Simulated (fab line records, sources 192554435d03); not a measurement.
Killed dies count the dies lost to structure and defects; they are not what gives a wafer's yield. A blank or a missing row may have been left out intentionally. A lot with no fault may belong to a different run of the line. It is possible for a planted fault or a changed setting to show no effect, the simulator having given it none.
Chamber matching :: flow n5Finfet :: 4 sister chambers for N5_DUMMY_REMOVAL_HM_STRIP_01 on rieDiel-04
The step strips SiNx in CH3F/O2, stops on poly-Si, target depth 4 nm, time 6.8 s. 8 wafers are shown with their chamber, then 7 later ones without.

EACH WAFER AND ITS CHAMBER
wafer: L075.1
chamber: 0
throttleValvePct (%): 16.22
showerheadPlenumPTorr (Torr): 2.01

wafer: L075.2
chamber: 1
throttleValvePct (%): 16.04
showerheadPlenumPTorr (Torr): 1.96

wafer: L075.6
chamber: 1
throttleValvePct (%): 16.04
showerheadPlenumPTorr (Torr): 1.96

wafer: L076.3
chamber: 0
throttleValvePct (%): 16.23
showerheadPlenumPTorr (Torr): 2.01

wafer: L079.1
chamber: 2
throttleValvePct (%): 16.36
showerheadPlenumPTorr (Torr): 1.89

wafer: L079.5
chamber: 3
throttleValvePct (%): 15.90
showerheadPlenumPTorr (Torr): 2.01

wafer: L085.4
chamber: 3
throttleValvePct (%): 15.92
showerheadPlenumPTorr (Torr): 2.00

wafer: L085.5
chamber: 2
throttleValvePct (%): 16.38
showerheadPlenumPTorr (Torr): 1.89

WAFERS MISSING THEIR CHAMBER
wafer: L085.6
throttleValvePct (%): 15.93
showerheadPlenumPTorr (Torr): 2.00

wafer: L092.1
throttleValvePct (%): 15.93
showerheadPlenumPTorr (Torr): 2.00

wafer: L092.4
throttleValvePct (%): 16.37
showerheadPlenumPTorr (Torr): 1.89

wafer: L092.6
throttleValvePct (%): 16.29
showerheadPlenumPTorr (Torr): 2.00

wafer: L095.1
throttleValvePct (%): 16.29
showerheadPlenumPTorr (Torr): 2.00

wafer: L095.3
throttleValvePct (%): 16.40
showerheadPlenumPTorr (Torr): 1.89

wafer: L095.5
throttleValvePct (%): 16.11
showerheadPlenumPTorr (Torr): 1.95

WHICH CHAMBER EACH WENT THROUGH
wafer: L085.6
from the rows above: 3
in truth: 3

wafer: L092.1
from the rows above: 3
in truth: 3

wafer: L092.4
from the rows above: 2
in truth: 2

wafer: L092.6
from the rows above: 0
in truth: 0

wafer: L095.1
from the rows above: 0
in truth: 0

wafer: L095.3
from the rows above: 2
in truth: 2

wafer: L095.5
from the rows above: 1
in truth: 1
Correct placement for 7 of the 7. Can't be placed from these rows: 0. Wrongly placed: 0.
How it was worked out, from the rows above alone: a wafer's distance from a chamber is the root of the sum, over the readings, of the square of ((its reading less the chamber's mean) divided by the reading's scatter). If the next closest chamber is less than 2 further off than the closest, the wafer can't be placed; otherwise it belongs to the closest. For every chamber, the mean is computed from those of its wafers that are shown. How the scatter is found: for the shown wafers, subtract from each reading the mean of its chamber, square and add these, divide the total by (wafers less chambers), then take the root.
